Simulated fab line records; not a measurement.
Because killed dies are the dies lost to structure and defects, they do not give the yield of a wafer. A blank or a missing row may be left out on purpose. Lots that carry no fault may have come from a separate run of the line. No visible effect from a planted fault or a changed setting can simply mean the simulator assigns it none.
The tool behind it: which one? | flow n5_finfet | Sampling: 11 lots, 31 wafers, 6 of 1938 route steps

== WHAT THE GAUGES SHOWED, per wafer ==
N5_BEOL_M2_THK_MEAS_01. Usual: M2_ILD_THK typically reads 79.0 nm, with standard deviation 1.3.
lot  | measured     | on            | M2_ILD_THK (nm)  | flag
L184 | day 7 01:42  | film_metro-01 | 79.6 80.3 81.6   |
L187 | day 8 01:53  | film_metro-02 | 78.3 79.4        |
L189 | day 8 05:29  | film_metro-01 | 79.6 78.4 81.5   |
L191 | day 8 15:19  | film_metro-01 | 79.5 78.5 80.5   |
L195 | day 9 10:10  | film_metro-02 | 78.7 78.7        |
L196 | day 9 19:12  | film_metro-01 | 77.8 79.3 79.0   |
L203 | day 11 03:59 | film_metro-01 | 120.3 120.4 80.1 | OFF
L204 | day 11 17:14 | film_metro-01 | 79.2 78.9 79.7   |
L205 | day 11 23:05 | film_metro-02 | 118.9 119.8 78.7 | OFF
L206 | day 12 06:49 | film_metro-02 | 119.8 79.2 79.3  | OFF
L207 | day 12 09:20 | film_metro-02 | 78.8 81.1 81.7   |

N5_BEOL_M4_RC_MEAS_101. Usual: DIBL_N 37.7 mV/V, standard deviation 2; DIBL_P 37.7 mV/V, standard deviation 2.3; IOFF_N 0.18 nA/um, standard deviation 0.039; IOFF_P 0.23 nA/um, standard deviation 0.042; ION_N 681 uA/um, standard deviation 12; ION_P 463 uA/um, standard deviation 8; SS_N 71.9 mV/dec, standard deviation 0.68; SS_P 73.6 mV/dec, standard deviation 0.71; VT_N 248 mV, standard deviation 3.2; VT_P -249 mV, standard deviation 3.1.
lot  | measured     | on        | DIBL_N (mV/V)  | DIBL_P (mV/V)  | IOFF_N (nA/um) | IOFF_P (nA/um) | ION_N (uA/um) | ION_P (uA/um) | SS_N (mV/dec)  | SS_P (mV/dec)  | VT_N (mV)   | VT_P (mV)      | flag
L184 | day 12 07:17 | prober-01 | 36.6 38.5 40.1 | 36.6 38.0 42.1 | 0.17 0.20 0.26 | 0.24 0.25 0.36 | 669 675 688   | 464 460 471   | 72.1 72.3 72.8 | 72.7 73.1 73.9 | 249 248 243 | -245 -243 -241 |
L187 | day 12 12:42 | prober-02 | 38.0 37.4      | 37.0 37.3      | 0.19 0.16      | 0.20 0.21      | 692 681       | 462 459       | 71.4 71.2      | 73.3 73.3      | 247 249     | -252 -252      |
L189 | day 12 17:31 | prober-02 | 36.9 40.1 35.0 | 37.8 40.5 34.6 | 0.16 0.25 0.14 | 0.22 0.27 0.18 | 654 685 679   | 455 462 455   | 71.3 73.1 71.2 | 74.1 74.9 73.2 | 252 244 250 | -251 -249 -253 |
L191 | day 13 10:34 | prober-01 | 40.2 39.1 38.9 | 40.8 39.3 38.2 | 0.22 0.21 0.19 | 0.27 0.24 0.22 | 673 687 662   | 456 465 449   | 72.8 72.5 71.9 | 74.5 73.8 73.5 | 246 247 251 | -248 -248 -251 |
L195 | day 14 05:29 | prober-01 | 39.9 41.5      | 40.9 41.8      | 0.22 0.27      | 0.27 0.30      | 709 715       | 470 484       | 72.0 72.1      | 74.2 74.2      | 244 242     | -249 -245      |
L196 | day 14 15:04 | prober-02 | 40.5 34.8 39.7 | 39.8 32.8 38.2 | 0.25 0.13 0.21 | 0.26 0.16 0.23 | 689 669 681   | 464 452 462   | 72.8 70.7 72.7 | 74.4 72.4 73.4 | 242 250 246 | -247 -253 -252 |
L203 | day 16 18:38 | prober-01 | 33.5           | 32.8           | 0.11           | 0.16           | 674           | 461           | 70.6           | 72.8           | 254         | -255           |
L204 | day 17 01:41 | prober-01 | 38.0 33.6 35.8 | 40.6 34.2 36.5 | 0.18 0.11 0.15 | 0.23 0.14 0.17 | 686 645 675   | 471 444 454   | 72.0 71.2 71.7 | 73.7 71.8 73.3 | 247 256 251 | -252 -253 -256 |
L205 | day 17 02:39 | prober-02 | 36.5           | 36.6           | 0.15           | 0.20           | 671           | 457           | 71.7           | 73.2           | 251         | -249           |
L206 | day 17 05:43 | prober-02 | 36.0 38.5      | 34.0 39.8      | 0.17 0.22      | 0.19 0.30      | 680 688       | 459 471       | 71.6 71.4      | 72.8 73.6      | 249 244     | -251 -246      |
L207 | day 17 18:26 | prober-02 | 36.5 33.3 36.9 | 36.5 31.9 37.3 | 0.16 0.12 0.19 | 0.26 0.17 0.26 | 662 680 686   | 460 463 475   | 71.5 70.8 72.2 | 73.6 73.0 74.0 | 250 248 248 | -245 -251 -246 |

== EACH LOT AND THE TOOL THAT RAN IT (in order: tool; ch and the chambers of the sampled wafers; start) ==
lot  | N5_BEOL_M1_SPUTTER_90        | N5_BEOL_M1_SPUTTER_94        | N5_BEOL_M1_SPUTTER_96        | N5_BEOL_M2_ILD_DEP_00
L184 | pvd_sputter-01, day 6 23:07  | pvd_sputter-01, day 6 23:33  | pvd_sputter-01, day 6 23:46  | pecvd-02 ch 1,2, day 7 01:38
L187 | pvd_sputter-01, day 7 23:58  | pvd_sputter-01, day 8 00:25  | pvd_sputter-01, day 8 00:38  | pecvd-01 ch 1,2, day 8 01:50
L189 | pvd_sputter-02, day 8 03:32  | pvd_sputter-02, day 8 03:58  | pvd_sputter-02, day 8 04:11  | pecvd-01 ch 0,1,2, day 8 05:25
L191 | pvd_sputter-01, day 8 13:29  | pvd_sputter-01, day 8 13:55  | pvd_sputter-01, day 8 14:08  | pecvd-01 ch 0,1,2, day 8 15:15
L195 | pvd_sputter-01, day 9 08:18  | pvd_sputter-01, day 9 08:44  | pvd_sputter-01, day 9 08:58  | pecvd-01 ch 0,2, day 9 10:06
L196 | pvd_sputter-01, day 9 17:20  | pvd_sputter-01, day 9 17:47  | pvd_sputter-01, day 9 18:00  | pecvd-01 ch 0,2, day 9 19:08
L203 | pvd_sputter-01, day 11 02:08 | pvd_sputter-01, day 11 02:35 | pvd_sputter-01, day 11 02:48 | pecvd-01 ch 0,1,2, day 11 03:55
L204 | pvd_sputter-01, day 11 15:24 | pvd_sputter-01, day 11 15:50 | pvd_sputter-01, day 11 16:04 | pecvd-02 ch 0,2, day 11 17:10
L205 | pvd_sputter-01, day 11 21:15 | pvd_sputter-01, day 11 21:41 | pvd_sputter-01, day 11 21:55 | pecvd-01 ch 0,2, day 11 23:01
L206 | pvd_sputter-02, day 12 04:58 | pvd_sputter-02, day 12 05:25 | pvd_sputter-02, day 12 05:38 | pecvd-01 ch 0,1, day 12 06:45
L207 | pvd_sputter-03, day 12 07:29 | pvd_sputter-03, day 12 07:56 | pvd_sputter-03, day 12 08:09 | pecvd-04 ch 0,2, day 12 09:16
- N5_BEOL_M1_SPUTTER_90: material Cu, target thk 4.5 nm, time 8.29 s.
- N5_BEOL_M1_SPUTTER_94: material Cu, target thk 4.5 nm, time 8.29 s.
- N5_BEOL_M1_SPUTTER_96: material Cu, target thk 4.5 nm, time 8.29 s.
- N5_BEOL_M2_ILD_DEP_00: deposits SiOC from DEMS/O2, target thk 79 nm, time 15.3 s.

== WHAT THE TOOLS THEMSELVES READ (means of the sampled wafers that have a number; where no wafer has one, the mark that the record gives instead) ==
N5_BEOL_M1_SPUTTER_90. Usual: 30.2 % for throttle_valve_pct, sd 1.3.
lot  | tool           | throttle_valve_pct (%) | flag
L184 | pvd_sputter-01 | 31.9                   |
L187 | pvd_sputter-01 | 29.4                   |
L189 | pvd_sputter-02 | 30.0                   |
L191 | pvd_sputter-01 | 29.1                   |
L195 | pvd_sputter-01 | 31.5                   |
L196 | pvd_sputter-01 | 30.8                   |
L203 | pvd_sputter-01 | 30.2                   |
L204 | pvd_sputter-01 | 30.1                   |
L205 | pvd_sputter-01 | 30.7                   |
L206 | pvd_sputter-02 | 30.2                   |
L207 | pvd_sputter-03 | 29.8                   |

N5_BEOL_M1_SPUTTER_94. Usual: 30.2 % for throttle_valve_pct, sd 1.3.
lot  | tool           | throttle_valve_pct (%) | flag
L184 | pvd_sputter-01 | 31.8                   |
L187 | pvd_sputter-01 | 29.5                   |
L189 | pvd_sputter-02 | 30.0                   |
L191 | pvd_sputter-01 | 29.1                   |
L195 | pvd_sputter-01 | 31.6                   |
L196 | pvd_sputter-01 | 30.8                   |
L203 | pvd_sputter-01 | 30.2                   |
L204 | pvd_sputter-01 | 30.1                   |
L205 | pvd_sputter-01 | 30.9                   |
L206 | pvd_sputter-02 | 30.1                   |
L207 | pvd_sputter-03 | 29.9                   |

N5_BEOL_M1_SPUTTER_96. Usual: 30.2 % for throttle_valve_pct, sd 1.3.
lot  | tool           | throttle_valve_pct (%) | flag
L184 | pvd_sputter-01 | 31.7                   |
L187 | pvd_sputter-01 | 29.3                   |
L189 | pvd_sputter-02 | 30.0                   |
L191 | pvd_sputter-01 | 29.2                   |
L195 | pvd_sputter-01 | 31.6                   |
L196 | pvd_sputter-01 | 30.6                   |
L203 | pvd_sputter-01 | 30.2                   |
L204 | pvd_sputter-01 | 30.0                   |
L205 | pvd_sputter-01 | 30.7                   |
L206 | pvd_sputter-02 | 30.1                   |
L207 | pvd_sputter-03 | 29.9                   |

N5_BEOL_M2_ILD_DEP_00. Usual: heater_power_w 489 W, standard deviation 100; showerhead_plenum_p_Torr 5.695 Torr, standard deviation 0.016; throttle_valve_pct 11.9 %, standard deviation 0.62.
lot  | tool     | heater_power_w (W) | showerhead_plenum_p_Torr (Torr) | throttle_valve_pct (%) | flag
L184 | pecvd-02 | 478                | 5.681                           | 12.2                   |
L187 | pecvd-01 | 420                | 5.720                           | 11.2                   |
L189 | pecvd-01 | 438                | 5.705                           | 11.6                   |
L191 | pecvd-01 | 430                | 5.712                           | 11.6                   |
L195 | pecvd-01 | 412                | 5.703                           | 11.8                   |
L196 | pecvd-01 | 420                | 5.690                           | 12.2                   |
L203 | pecvd-01 | 463                | 5.704                           | 11.7                   |
L204 | pecvd-02 | 492                | 5.699                           | 12.1                   |
L205 | pecvd-01 | 371                | 5.701                           | 11.5                   |
L206 | pecvd-01 | 494                | 5.698                           | 12.2                   |
L207 | pecvd-04 | 664                | 5.698                           | 11.5                   |

== THE ANSWER, worked out from the rows above alone ==
Rule: lot off if the mean of its wafers having a number is beyond 3 standard deviations from the usual mean. A lot without any number at a reading at which 4 lots or more have one is off too. The other lots that the step has rows for count as sound. After the gauges, taken in route order, come the tools' own readings; for these a lot's mean is taken, as printed above. The first step at which some lot is off is used, and at that step the reading that is off furthest; a lot without a number counts as furthest.
Off: L203, L205, L206, seen at N5_BEOL_M2_THK_MEAS_01 (M2_ILD_THK).
If a tool, at a process step before that reading, ran all the lots that are off and no sound lot after the first of them, it fits. Gauges at N5_BEOL_M2_THK_MEAS_01: tried the same way as those tools. One candidate fits, namely pecvd-01 at N5_BEOL_M2_ILD_DEP_00. A fault onset in the window from L196 (day 9 19:08, its last sound lot) to L203 (day 11 03:55, its first lot off) fits.

== WHAT THE SIMULATOR HAD PUT IN ==
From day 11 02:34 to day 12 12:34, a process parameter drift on pecvd-01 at N5_BEOL_M2_ILD_DEP_00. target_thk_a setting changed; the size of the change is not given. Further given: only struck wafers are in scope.
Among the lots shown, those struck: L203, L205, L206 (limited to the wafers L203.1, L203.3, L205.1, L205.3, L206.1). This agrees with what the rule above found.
